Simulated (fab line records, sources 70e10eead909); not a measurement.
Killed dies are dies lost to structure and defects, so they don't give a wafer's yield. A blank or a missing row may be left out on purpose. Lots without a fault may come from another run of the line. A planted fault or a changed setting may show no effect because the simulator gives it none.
Chamber matching | flow nand_harc | NHARC_A_DECK1_JOINT_ETCHBACK_07 on rie_si-04: 4 sister chambers
The step etches the open film in HBr, target depth 105 nm, time 26.9 s. 8 wafers are shown with their chamber, then 12 later ones without.

WAFERS WITH THEIR CHAMBER
wafer  | chamber | drypump_motor_current_A (A) | oes_product_au (a.u.)
L083.3 | 1       | 5.4                         | 0.997
L083.5 | 1       | 5.4                         | 1.006
L086.1 | 3       | 5.7                         | 1.019
L086.3 | 0       | 5.5                         | 1.027
L086.4 | 2       | 6.1                         | 0.985
L089.3 | 2       | 6.2                         | 0.990
L089.5 | 3       | 5.7                         | 1.013
L089.6 | 0       | 5.5                         | 1.025

WAFERS WITHOUT THEIR CHAMBER
wafer  | drypump_motor_current_A (A) | oes_product_au (a.u.)
L088.1 | 6.2                         | 0.979
L088.3 | 5.5                         | 1.024
L088.5 | 5.7                         | 1.006
L092.4 | 6.1                         | 0.992
L092.5 | 5.6                         | 1.032
L092.6 | 5.7                         | 1.011
L094.1 | 6.1                         | 0.983
L094.4 | 5.7                         | 1.011
L094.5 | 6.1                         | 0.986
L096.1 | 6.2                         | 0.987
L096.4 | 5.4                         | 0.997
L096.6 | 5.7                         | 1.022

WHICH CHAMBER EACH WENT THROUGH
wafer  | from the rows above     | in truth
L088.1 | 2                       | 2
L088.3 | 0                       | 0
L088.5 | 3                       | 3
L092.4 | 2                       | 2
L092.5 | can't be placed: 0 or 3 | 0
L092.6 | 3                       | 3
L094.1 | 2                       | 2
L094.4 | 3                       | 3
L094.5 | 2                       | 2
L096.1 | 2                       | 2
L096.4 | 1                       | 1
L096.6 | 3                       | 3
Placed correctly: 11 of 12. Can't be placed from these rows: 1 (the true chamber is among the candidates in 1). Placed wrongly: 0.
How it was worked out, from the rows above alone: a wafer's distance from a chamber is the root of the sum, over the readings, of the square of ((its reading less the chamber's mean) divided by the reading's scatter). The wafer belongs to the nearest chamber; if the next one is less than 2 further off, it can't be placed. A chamber's mean is the mean of its shown wafers. The scatter: the root of (the sum of the squares of (reading less its chamber's mean) over the shown wafers, divided by (wafers less chambers)).
